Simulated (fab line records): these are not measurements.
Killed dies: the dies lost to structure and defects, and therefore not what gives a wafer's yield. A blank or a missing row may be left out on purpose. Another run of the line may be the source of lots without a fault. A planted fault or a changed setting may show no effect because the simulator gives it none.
fab line records	flow n5_finfet
record lots=5	wafers=15	last_day=16
route steps=1938 shown BEOL_M10@1527 BEOL_M11@1536 PASSIVATION@1936
lots that met no fault: from a run of the same line without faults
start_h: the number of hours between the record's first day and the start of the first shown wafer of the lot	wait_h: time in hours since the lot's previous step	" identical to the entry in the row above	L1.1+2: a row that stands for several wafers	- value missing, or start not given	* or withheld: withheld	< > ~ a bound
route shown NAME@n: NAME is a module with steps in the file, n the number in the route of the first one	usual: the fault-free wafers' mean and standard deviation	same: alike in all rows	chamber/n: place in a boat	sites: per-site readings	_std_site: standard deviation across them	_edge_site: mean of outer sites minus mean of inner sites	radius_mm: how far each site lies from the wafer's centre	mask NAME#n: copy n	behind: the most recent tool/chamber to have shaped the wafer	hold: why the lot was held/for how many hours/how that ended	device: the transistor (n, p or np) that didn't switch	end of line: tests of these same wafers at the route's end	a step without rows: its recipe alone	killed: count of dies lost to structure and defects at first sort (not the wafer's yield)	map: a wafer's dies, marking killed ones x, the rest . and places with no die _
set.NAME: the setting that was run; set.NAME@STEP: the one run at that earlier step	model.NAME: the simulator's own value behind a step, which no gauge read
lots at selected steps of the route; one table per step, one row per wafer
services: when a tool's chamber went out of use (start_h, in hours from the record's first day, below 0 if earlier), for how many hours, and the reason
## steps
# step N5_BEOL_M10_SPUTTER_48
# recipe material=Cu	target_thk_a=120	temp_c=-20	bias_v=60	power_w=26000	chamber_pressure_pa=0.13	time_s=2
# usual chuck_sensor_temp_C=-16.1/0.42	susceptor_temp_C=-19.98/0.11	throttle_valve_pct=29.6/0.98
lot.wafer	tool	chamber	start_h	wait_h	chuck_sensor_temp_C	susceptor_temp_C	throttle_valve_pct
L344.2	pvd_sputter-03	-	291.48	0.1	-16.9	-20.14	29.7
L344.5	"	-	"	"	-16.2	-20.04	29.9
L344.6	"	-	"	"	-16.8	-19.99	29.9
L347.3	pvd_sputter-02	-	302.81	0.2	-15.6	-19.98	30.5
L347.4	"	-	"	"	-16.6	-19.98	29.1
L347.6	"	-	"	"	-16.1	-20.05	29.9
L343.4	pvd_sputter-02	-	302.89	0.2	-15.6	-19.93	30.3
L343.5	"	-	"	"	-16.3	-20.08	28.5
L343.6	"	-	"	"	-16.5	-20.00	28.7
L346.1	pvd_sputter-01	-	324.95	0.2	-15.0	-20.08	29.1
L346.2	"	-	"	"	-15.9	-20.29	31.0
L346.6	"	-	"	"	-15.8	-20.07	30.7
L350.2	pvd_sputter-01	-	341.30	0.2	-16.0	-19.91	31.3
L350.4	"	-	"	"	-15.3	-20.18	29.2
L350.5	"	-	"	"	-15.8	-19.86	27.7
# step N5_BEOL_M10_ECD_50
# recipe material=Cu	target_thk_a=3180
# step N5_BEOL_M10_ANNEAL_51
# recipe temp_c=225	time_s=90	ambient=N2
# step N5_BEOL_M10_CMP_52
# recipe stop_on=SiCOH_lowk	t_overpolish_s=7	down_force_psi=1	platen_rpm=50	clearing_platen_down_force_psi=1.5	clearing_platen_rpm=50	post_cmp_clean=cu_alkaline	target_thk_nm=140	clearing_platen_pad_velocity_m_s=0.99484	pad_velocity_m_s=0.99484
# step N5_BEOL_M10_THK_MEAS_53
# recipe thk_meas_gauge=xrf	reads=Cu_of_BEOL_M10_ECD_50
# usual M10_THK=140/3.3
lot.wafer	tool	chamber	start_h	wait_h	M10_THK[nm]
L344.2	film_metro-01	-	292.31	-	135
L344.5	"	-	"	"	141
L344.6	"	-	"	"	136
L347.3	film_metro-02	-	303.70	-	137
L347.4	"	-	"	"	143
L347.6	"	-	"	"	138
L343.4	film_metro-02	-	303.73	-	135
L343.5	"	-	"	"	140
L343.6	"	-	"	"	137
L346.1	film_metro-01	-	325.95	-	139
L346.2	"	-	"	"	136
L346.6	"	-	"	"	138
L350.2	film_metro-02	-	342.12	-	144
L350.4	"	-	"	"	138
L350.5	"	-	"	"	143
# step N5_BEOL_M10_PRE_CLEAN_55
# recipe gas=NH3	time_s=15	temp_c=withheld	rf_power_w=300
# step N5_BEOL_M10_DEP_56
# recipe material=SiCN	target_thk_a=150	temp_c=withheld	precursor=3MS/NH3	pressure_torr=3	rf_w=202	time_s=26.5
# step N5_BEOL_M10_RS_MEAS_57
# recipe thk_meas_gauge=four-point-probe	reads=Cu_of_BEOL_M10_ECD_50+Co_of_BEOL_M10_CVD_75+TaN_of_BEOL_M10_ALD_74
# usual M10_RS=0.152/0.0037
lot.wafer	tool	chamber	start_h	wait_h	M10_RS[ohm/sq]
L344.2	film_metro-01	-	292.45	0.1	0.157
L344.5	"	-	"	"	0.151
L344.6	"	-	"	"	0.156
L347.3	film_metro-02	-	303.83	0.1	0.155
L347.4	"	-	"	"	0.148
L347.6	"	-	"	"	0.154
L343.4	film_metro-01	-	303.87	0.0	0.158
L343.5	"	-	"	"	0.152
L343.6	"	-	"	"	0.156
L346.1	film_metro-01	-	326.09	0.1	0.150
L346.2	"	-	"	"	0.154
L346.6	"	-	"	"	0.153
L350.2	film_metro-02	-	342.26	0.1	0.146
L350.4	"	-	"	"	0.153
L350.5	"	-	"	"	0.148
# step N5_BEOL_M10_INSPECT_58
# recipe inspect_instrument=darkfield	mode=post_dep
# usual raw_defect_count=68/19
lot.wafer	tool	chamber	start_h	wait_h	raw_defect_count
L344.2	defect_inspect-01	-	292.47	0.0	60
L344.5	"	-	"	"	61
L344.6	"	-	"	"	80
L347.3	defect_inspect-02	-	303.86	0.0	59
L347.4	"	-	"	"	62
L347.6	"	-	"	"	59
L343.4	defect_inspect-02	-	303.90	0.0	55
L343.5	"	-	"	"	40
L343.6	"	-	"	"	47
L346.1	defect_inspect-02	-	326.11	0.0	63
L346.2	"	-	"	"	54
L346.6	"	-	"	"	40
L350.2	defect_inspect-02	-	342.29	0.0	82
L350.4	"	-	"	"	59
L350.5	"	-	"	"	54
# step N5_BEOL_M11_ILD_DEP_00
# recipe material=SiCOH_lowk	target_thk_a=3085.1	temp_c=300	precursor=DEMS/porogen	pressure_torr=5	rf_w=500	time_s=58
# usual heater_power_w=299/36	showerhead_plenum_p_Torr=5.730/0.012	susceptor_temp_C=299.98/0.23	throttle_valve_pct=13.3/0.84
lot.wafer	tool	chamber	start_h	wait_h	heater_power_w	showerhead_plenum_p_Torr	susceptor_temp_C	throttle_valve_pct
L344.2	pecvd-04	2	292.51	0.0	336	5.733	300.17	13.6
L344.5	"	1	"	"	257	5.725	300.02	13.8
L344.6	"	2	"	"	347	5.737	300.13	13.8
L347.3	pecvd-04	0	303.89	0.0	308	5.734	300.38	13.8
L347.4	"	0	"	"	298	5.735	300.23	13.4
L347.6	"	2	"	"	288	5.714	300.30	13.8
L343.4	pecvd-03	1	303.96	0.1	271	5.730	299.95	15.0
L343.5	"	2	"	"	319	5.735	299.88	12.3
L343.6	"	0	"	"	279	5.736	300.07	14.0
L346.1	pecvd-02	2	326.15	0.0	368	5.716	299.94	11.9
L346.2	"	0	"	"	260	5.721	299.91	12.9
L346.6	"	2	"	"	373	5.723	299.64	12.0
L350.2	pecvd-04	1	342.32	0.0	277	5.716	299.67	13.9
L350.4	"	1	"	"	294	5.723	299.66	13.9
L350.5	"	2	"	"	317	5.726	300.19	13.8
# step N5_BEOL_M11_CURE_71
# recipe temp_c=385	time_s=240	ambient=He/Ar	material=SiCOH_lowk
# usual lamp_power_pct=52.32/0.052	wafer_temp_C_max=386.6/0.61
lot.wafer	tool	chamber	start_h	wait_h	lamp_power_pct	wafer_temp_C_max
L344.2	uv_cure-01	2	292.68	0.1	52.26	387.1
L344.5	"	2	"	"	52.27	386.5
L344.6	"	2	"	"	52.37	387.0
L347.3	uv_cure-02	1	304.31	0.4	52.31	386.2
L347.4	"	1	"	"	52.35	386.7
L347.6	"	1	"	"	52.22	385.9
L343.4	uv_cure-03	2	304.50	0.5	52.27	387.1
L343.5	"	2	"	"	52.43	387.8
L343.6	"	2	"	"	52.23	387.5
L346.1	uv_cure-02	0	326.23	0.0	52.31	386.4
L346.2	"	0	"	"	52.32	385.9
L346.6	"	0	"	"	52.41	386.8
L350.2	uv_cure-01	1	342.48	0.1	52.22	387.7
L350.4	"	1	"	"	52.33	387.3
L350.5	"	1	"	"	52.32	386.8
# step N5_BEOL_M11_THK_MEAS_01
# recipe reads=SiCOH_lowk_of_BEOL_M11_ILD_DEP_00
# usual M11_ILD_THK=269/4.1
lot.wafer	tool	chamber	start_h	wait_h	M11_ILD_THK[nm]
L344.2	film_metro-01	-	293.12	0.4	273
L344.5	"	-	"	"	275
L344.6	"	-	"	"	276
L347.3	film_metro-02	-	304.66	0.3	269
L347.4	"	-	"	"	271
L347.6	"	-	"	"	274
L343.4	film_metro-02	-	304.78	0.2	275
L343.5	"	-	"	"	276
L343.6	"	-	"	"	269
L346.1	film_metro-01	-	326.74	0.4	269
L346.2	"	-	"	"	262
L346.6	"	-	"	"	269
L350.2	film_metro-01	-	342.92	0.4	269
L350.4	"	-	"	"	272
L350.5	"	-	"	"	274
# step N5_BEOL_M11_PECVD_70
# recipe material=SiO2	target_thk_a=200	temp_c=400	precursor=TEOS/O2	pressure_torr=5.5	rf_w=450	teos_flow_sccm=53.8	gas=O2	flow_sccm=3000	time_s=22.7
# usual heater_power_w=697/83	showerhead_plenum_p_Torr=8.74/0.036	susceptor_temp_C=400.00/0.22	throttle_valve_pct=21.4/1.4
lot.wafer	tool	chamber	start_h	wait_h	heater_power_w	showerhead_plenum_p_Torr	susceptor_temp_C	throttle_valve_pct	model.SiO2_of_BEOL_M11_PECVD_70.thk_nm
L344.2	pecvd-02	1	293.15	0.0	637	8.73	399.98	21.0	19.4
L344.5	"	2	"	"	784	8.73	399.99	19.2	19.4
L344.6	"	1	"	"	618	8.74	400.43	20.8	20.2
L347.3	pecvd-03	0	304.70	0.0	639	8.82	399.93	22.4	19.8
L347.4	"	1	"	"	634	8.72	400.06	24.1	20.2
L347.6	"	2	"	"	729	8.75	399.66	19.8	20.4
L343.4	pecvd-03	1	304.83	0.1	577	8.73	400.03	24.1	20
L343.5	"	0	"	"	717	8.83	399.89	22.4	20
L343.6	"	2	"	"	750	8.74	400.03	20.0	20.4
L346.1	pecvd-02	0	326.78	0.0	677	8.70	400.06	20.5	21.2
L346.2	"	2	"	"	867	8.72	399.80	19.1	21.2
L346.6	"	2	"	"	860	8.72	399.61	19.1	20
L350.2	pecvd-03	0	342.95	0.0	744	8.82	399.92	22.3	20
L350.4	"	1	"	"	642	8.74	399.99	24.3	20.2
L350.5	"	0	"	"	742	8.80	399.53	22.3	20
# step N5_BEOL_M11_HM_DEP_02
# recipe material=TiN	target_thk_a=200	temp_c=25	chamber_pressure_pa=0.49996
# usual susceptor_temp_C=25.00/0.1	throttle_valve_pct=29.7/0.99
lot.wafer	tool	chamber	start_h	wait_h	susceptor_temp_C	throttle_valve_pct
L344.2	pvd_sputter-03	-	293.52	0.3	25.09	30.0
L344.5	"	-	"	"	25.03	29.6
L344.6	"	-	"	"	24.82	30.0
L347.3	pvd_sputter-01	-	307.95	3.2	24.92	29.2
L347.4	"	-	"	"	25.05	30.5
L347.6	"	-	"	"	25.05	30.7
L343.4	pvd_sputter-01	-	308.13	3.3	25.02	29.4
L343.5	"	-	"	"	25.14	29.3
L343.6	"	-	"	"	24.96	30.6
L346.1	pvd_sputter-02	-	328.96	2.2	25.03	30.2
L346.2	"	-	"	"	25.16	29.3
L346.6	"	-	"	"	25.19	29.4
L350.2	pvd_sputter-03	-	344.24	1.3	25.01	30.7
L350.4	"	-	"	"	24.82	29.9
L350.5	"	-	"	"	24.96	30.6
# step N5_BEOL_M11_COAT_59
# recipe resist=SOC	temp_c=250	time_s=60	spin_rpm=1500	resist_thk_nm=100
# step N5_BEOL_M11_COAT_60
# recipe resist=SiARC	temp_c=220	time_s=60	spin_rpm=1500	resist_thk_nm=30
# step N5_BEOL_M11_COAT_05
# recipe resist=CAR-ArF	spin_rpm=1500	resist_thk_nm=90
# step N5_BEOL_M11_EBR_07
# recipe solvent=PGMEA	ebr_width_mm=1.5
# step N5_BEOL_M11_SOFTBAKE_06
# recipe temp_c=110	time_s=60	resist=CAR-ArF
# step N5_BEOL_M11_EXPOSE_08
# recipe mask_id=M11	na=1.35	source_shape=dipole	sigma_inner=0.411	sigma_outer=0.611	polarization=te	dose_mj=53.75
# step N5_BEOL_M11_PEB_09
# recipe peb_temp_c=withheld	peb_time_s=60	resist=CAR-ArF
# step N5_BEOL_M11_DEVELOP_10
# recipe develop_time_s=30	developer=TMAH	resist=CAR-ArF	rinse_liquid=diw	dry=air_spin	dev_temp_c=23
# step N5_BEOL_M11_CD_MEAS_11
# recipe target_cd_nm=64.1	landing_energy_ev=500	detector=se_inlens	polarity=opening
# usual cd_nm=64.2/0.62
lot.wafer	tool	chamber	start_h	wait_h	cd_nm
L344.2	cd_sem-02	0	293.89	-	64.0
L344.5	"	0	"	"	64.8
L344.6	"	0	"	"	64.2
L347.3	cd_sem-01	0	308.45	-	64.2
L347.4	"	0	"	"	65.1
L347.6	"	0	"	"	64.2
L343.4	cd_sem-01	0	308.63	-	64.8
L343.5	"	0	"	"	64.9
L343.6	"	0	"	"	64.4
L346.1	cd_sem-03	0	329.35	-	63.6
L346.2	"	0	"	"	64.2
L346.6	"	0	"	"	64.4
L350.2	cd_sem-03	0	344.61	-	63.8
L350.4	"	0	"	"	63.2
L350.5	"	0	"	"	63.9
# step N5_BEOL_M11_OVL_MEAS_12
# recipe points_per_wafer=44
# usual M11_OVL=0.0/0.7
lot.wafer	tool	chamber	start_h	wait_h	M11_OVL[nm]
L344.2	overlay-01	0	293.92	0.0	0.8
L344.5	"	0	"	"	1.1
L344.6	"	0	"	"	0.5
L347.3	overlay-01	0	308.47	0.0	-0.1
L347.4	"	0	"	"	-1.0
L347.6	"	0	"	"	-0.9
L343.4	overlay-02	0	308.65	0.0	1.1
L343.5	"	0	"	"	1.0
L343.6	"	0	"	"	-0.2
L346.1	overlay-02	0	329.38	0.0	0.4
L346.2	"	0	"	"	0.4
L346.6	"	0	"	"	0.2
L350.2	overlay-01	0	344.64	0.0	-0.9
L350.4	"	0	"	"	0.4
L350.5	"	0	"	"	0.4
# step N5_BEOL_M11_INSPECT_13
# recipe mode=adi	inspect_instrument=brightfield
# usual raw_defect_count=398/77
lot.wafer	tool	chamber	start_h	wait_h	raw_defect_count
L344.2	defect_inspect-01	-	293.94	0.0	406
L344.5	"	-	"	"	311
L344.6	"	-	"	"	371
L347.3	defect_inspect-01	-	308.50	0.0	317
L347.4	"	-	"	"	491
L347.6	"	-	"	"	323
L343.4	defect_inspect-01	-	308.68	0.0	308
L343.5	"	-	"	"	491
L343.6	"	-	"	"	315
L346.1	defect_inspect-01	-	329.40	0.0	477
L346.2	"	-	"	"	349
L346.6	"	-	"	"	408
L350.2	defect_inspect-01	-	344.67	0.0	421
L350.4	"	-	"	"	338
L350.5	"	-	"	"	348
# step N5_BEOL_M11_DESCUM_16
# recipe chemistry=O2	time_s=7.9	source_power_w=50	bias_power_w=20	pressure_mtorr=20	rf_frequency_hz=2.712e+07	temp_c=40	resist=CAR-ArF	o2_flow_sccm=225
# step N5_BEOL_M11_ETCH_61
# recipe chemistry=CF4	target=SiARC	target_depth_a=390	mask_material=CAR-ArF	time_s=65	ion_energy_ev=80	pressure_mtorr=40	source_w=545	bias_w=36	Ar_flow_sccm=100	cf4_flow_sccm=100	ends=cleared
# step N5_BEOL_M11_ETCH_62
# recipe chemistry=N2/H2	target=SOC	target_depth_a=1100	overetch_a=220	mask_material=SiARC	temp_c=40	time_s=165	ion_energy_ev=200	pressure_mtorr=30	source_w=840	bias_w=150	n2_flow_sccm=200	h2_flow_sccm=200
# usual drypump_motor_current_A=5.7/0.44	oes_product_au=0.64/0.063	rf_vpp_V=522.8/2.4	showerhead_plenum_p_Torr=2.50/0.089	throttle_valve_pct=17.96/0.28
lot.wafer	tool	chamber	start_h	wait_h	drypump_motor_current_A	oes_product_au	rf_hours_counter_h	rf_vpp_V	showerhead_plenum_p_Torr	throttle_valve_pct
L344.2	rie_diel-01	1	294.06	0.0	5.3	0.62	190	520.9	2.42	18.15
L344.5	"	0	"	"	6.4	0.61	-	523.5	2.50	17.61
L344.6	"	3	"	"	6.1	0.60	-	519.8	2.39	18.39
L347.3	rie_diel-01	3	308.62	0.0	6.1	0.58	239	518.9	2.39	18.40
L347.4	"	2	"	"	6.1	0.61	196	525.5	2.63	17.66
L347.6	"	0	"	"	6.5	0.60	-	524.0	2.50	17.61
L343.4	rie_diel-01	3	308.93	0.0	6.1	0.59	239	518.3	2.39	18.40
L343.5	"	3	"	"	6.1	0.59	-	520.7	2.39	18.40
L343.6	"	2	"	"	6.1	0.61	-	526.2	2.63	17.64
L346.1	rie_diel-02	3	329.52	0.0	5.3	0.66	121	524.4	2.54	17.58
L346.2	"	1	"	"	5.6	0.63	189	519.5	2.42	18.11
L346.6	"	3	"	"	5.4	0.67	-	525.0	2.54	17.59
L350.2	rie_diel-02	2	344.79	0.0	5.9	0.61	186	523.0	2.52	17.92
L350.4	"	0	"	"	5.6	0.73	47	525.5	2.60	17.56
L350.5	"	3	"	"	5.4	0.66	-	523.3	2.53	17.58
# step N5_BEOL_M11_STRIP_68
# recipe chemistry=N2/H2	temp_c=40	n2_flow_sccm=200	h2_flow_sccm=200	rf_frequency_hz=6e+07
# step N5_BEOL_M11_STRIP_67
# recipe chemistry=CF4	resist=SiARC	power_w=300	bias_power_w=75	pressure_mtorr=50	cf4_flow_sccm=150	rf_frequency_hz=6e+07
# step N5_BEOL_M11_HM_OPEN_17
# recipe chemistry=Cl2/BCl3	target_depth_a=200	overetch_a=60	target=TiN	mask_material=SOC	ion_energy_ev=150	pressure_mtorr=10	icp_w=1000	bias_w=126	Cl2_flow_sccm=53.25	bcl3_flow_sccm=21.75	Ar_flow_sccm=25
# step N5_BEOL_M11_STRIP_19
# recipe chemistry=O2	power_w=400	temp_c=40	pressure_mtorr=30	rf_frequency_hz=6e+07	bias_power_w=0	overash_fraction=0.2	o2_flow_sccm=225
# step N5_BEOL_M11_CD_MEAS_18
# recipe pitch_nm=140	target_cd_nm=70
# usual cd_nm=70.0/0.68
lot.wafer	tool	chamber	start_h	wait_h	cd_nm
L344.2	cd_sem-01	-	294.47	0.1	70.1
L344.5	"	-	"	"	70.6
L344.6	"	-	"	"	69.3
L347.3	cd_sem-03	-	308.99	0.1	69.4
L347.4	"	-	"	"	70.3
L347.6	"	-	"	"	69.9
L343.4	cd_sem-01	-	309.31	0.1	70.2
L343.5	"	-	"	"	70.0
L343.6	"	-	"	"	70.2
L346.1	cd_sem-02	-	329.89	0.0	69.6
L346.2	"	-	"	"	70.0
L346.6	"	-	"	"	70.6
L350.2	cd_sem-03	-	345.15	0.1	69.3
L350.4	"	-	"	"	68.9
L350.5	"	-	"	"	69.6
# step N5_BEOL_M11_COAT_63
# recipe resist=SOC	temp_c=250	time_s=60	spin_rpm=1500	resist_thk_nm=100
# step N5_BEOL_M11_COAT_64
# recipe resist=SiARC	temp_c=220	time_s=60	spin_rpm=1500	resist_thk_nm=30
# step N5_BEOL_M11_COAT_22
# recipe resist=CAR-ArF	spin_rpm=1500	resist_thk_nm=90
# step N5_BEOL_M11_EBR_24
# recipe solvent=PGMEA	ebr_width_mm=1.5
# step N5_BEOL_M11_SOFTBAKE_23
# recipe temp_c=110	time_s=60	resist=CAR-ArF
# step N5_BEOL_M11_EXPOSE_25
# recipe mask_id=V10	na=1.35	source_shape=annular	sigma_inner=0.5	sigma_outer=0.8	polarization=unpolarized	dose_mj=85.5
# step N5_BEOL_M11_PEB_26
# recipe peb_temp_c=withheld	peb_time_s=60	resist=CAR-ArF
# step N5_BEOL_M11_DEVELOP_27
# recipe develop_time_s=30	developer=TMAH	resist=CAR-ArF	rinse_liquid=diw	dry=air_spin	dev_temp_c=23
# step N5_BEOL_M11_CD_MEAS_28
# recipe target_cd_nm=70	landing_energy_ev=500	detector=se_inlens	polarity=opening
# usual cd_nm=69.4/1.1
lot.wafer	tool	chamber	start_h	wait_h	cd_nm
L344.2	cd_sem-01	0	295.44	-	68.4
L344.5	"	0	"	"	69.0
L344.6	"	0	"	"	67.9
L347.3	cd_sem-01	0	310.88	-	69.7
L347.4	"	0	"	"	70.1
L347.6	"	0	"	"	69.3
L343.4	cd_sem-01	0	311.05	-	71.4
L343.5	"	0	"	"	68.8
L343.6	"	0	"	"	68.3
L346.1	cd_sem-03	0	332.14	-	69.6
L346.2	"	0	"	"	69.7
L346.6	"	0	"	"	69.4
L350.2	cd_sem-02	0	347.19	-	69.6
L350.4	"	0	"	"	69.8
L350.5	"	0	"	"	67.4
# step N5_BEOL_M11_HM_STRIP_39
# recipe chemistry=peroxide_tin_strip	material=TiN	target_depth_a=250	temp_c=50	time_s=158
lot.wafer	tool	chamber	start_h	wait_h	model.SiO2_of_BEOL_M11_PECVD_70.thk_nm
L344.2	wet_bench-05	4	296.41	0.0	19.4
L344.5	"	1	"	"	19.2
L344.6	"	6	"	"	20
L347.3	wet_bench-05	5	311.49	0.0	19.8
L347.4	"	2	"	"	20.2
L347.6	"	4	"	"	20.4
L343.4+5	wet_bench-02	4,1	311.95	0.0	19.8
L343.6	"	6	"	"	20.4
L346.1+2	wet_bench-02	3,2	333.05	0.0	21
L346.6	"	7	"	"	19.8
L350.2+5	wet_bench-02	0,5	347.80	0.0	19.8
L350.4	"	7	"	"	20
# step N5_PASSIVATION_PROBE_49
# usual defect_limited_yield=91.3/1.4	killed_at_M0_to_M3=33/9.9	killed_at_M4_up=15/5.6	killed_at_contacts=13/5.7	killed_at_front_end=38/12	killed_at_other=4/3.1	killed_dies=103/17	killed_open=66/13	killed_short=32/7.8	sort_bin_4_leakage=0.02/0.16	sort_bin_5_function=5.1/0.95	sort_bin_6_memory=3.2/0.68	sort_bin_8_speed=0.02/0.22	sort_n_pass=1077/17	sort_yield_pct=91.3/1.5
# same gross_dies=1180	killed_at_back_side=0
lot.wafer	tool	chamber	start_h	wait_h	defect_limited_yield[%]	killed_at_M0_to_M3	killed_at_M4_up	killed_at_contacts	killed_at_front_end	killed_at_other	killed_dies	killed_open	killed_short	sort_bin_4_leakage[%]	sort_bin_5_function[%]	sort_bin_6_memory[%]	sort_bin_8_speed[%]	sort_n_pass	sort_yield_pct[%]
L343.4	prober-02	-	355.08	0.2	90.8	48	12	13	36	0	109	79	27	0	5.8	3.4	0	1071	90.8
L350.2	prober-01	-	389.09	0.1	90.1	54	12	11	31	9	117	64	47	0	4.7	5.1	0	1063	90.1
L350.4	prober-01	-	389.19	0.2	89.4	34	31	11	44	5	125	83	37	0	6.0	4.2	0	1055	89.4
L350.5	prober-01	-	389.24	0.2	91.6	30	15	19	33	2	99	75	20	0	4.3	4.0	0	1081	91.6
# killed by level:class
L343.4 STI_FIN_REVEAL:geometric_particle:open=14 MOL_CONTACT_COAG:geometric_particle:open=12 BEOL_M0_SAQP:geometric_particle:open=10 BEOL_M2:geometric_particle:open=9 BEOL_M0_SAQP:geometric_particle:short=8 BEOL_M3:geometric_particle:open=8 FIN_SAQP:geometric_particle:open=5 FIN_SAQP:geometric_particle:short=4
L350.2 BEOL_M3:geometric_particle:open=16 BEOL_M0_SAQP:geometric_particle:short=8 BEOL_M0_SAQP:geometric_particle:open=8 BEOL_M2:geometric_particle:open=7 MOL_CONTACT_COAG:geometric_particle:open=6 GATE_CUT:geometric_particle:short=5 BEOL_M6:geometric_particle:open=5 STARTING-WAFER:geometric_particle:short=5
L350.4 BEOL_M4:geometric_particle:open=19 FIN_SAQP:geometric_particle:open=14 BEOL_M3:geometric_particle:open=10 MOL_CONTACT_COAG:geometric_particle:open=8 FIN_SAQP:geometric_particle:short=7 BEOL_M4:geometric_particle:short=7 BEOL_M1:geometric_particle:open=7 BEOL_M0_SAQP:geometric_particle:open=6
L350.5 MOL_CONTACT_COAG:geometric_particle:open=17 BEOL_M2:geometric_particle:open=13 BEOL_M4:geometric_particle:open=10 FIN_SAQP:geometric_particle:open=7 DUMMY_GATE:geometric_particle:open=5 ILD0:geometric_particle:short=5 BEOL_M0_SAQP:geometric_particle:open=5 GATE_CUT:geometric_particle:short=3
## services
tool	chamber	start_h	hours	kind
pecvd-04	-	270.79	3.2	repair
pecvd-03	1	281.86	19.3	repair
rie_diel-02	1	285.26	2.9	repair
pecvd-04	0	286.04	5.0	scheduled_down
rie_diel-02	2	311.15	15.1	repair
rie_diel-01	3	344.62	-	clean
rie_diel-01	3	344.62	-	consumable_replace:focus_ring
rie_diel-01	3	344.62	-	consumable_replace:showerhead
rie_diel-01	3	344.62	16.0	scheduled_down
rie_diel-01	3	344.62	16.0	vent_cycle
rie_diel-01	-	347.50	0.1	repair
## key
first_sign none at tools or gauges
model_effect step=N5_BEOL_M11_PECVD_70	value=SiO2_of_BEOL_M11_PECVD_70.thk_nm	without=19.8	struck=21.2
model_effect step=N5_BEOL_M11_HM_STRIP_39	value=SiO2_of_BEOL_M11_PECVD_70.thk_nm	without=19.6	struck=21
met_at N5_BEOL_M11_PECVD_70
struck_wafers L346.1,L346.2
onset_between 293.15 326.78
fault kind=process_parameter_drift	tool=pecvd-02	chamber=-	onset_h=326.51	steps=N5_BEOL_M11_PECVD_70	channel=time_s	offset=*	shape=step	end_h=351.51	scope=struck_wafers_only	acts_in=*	stated=*
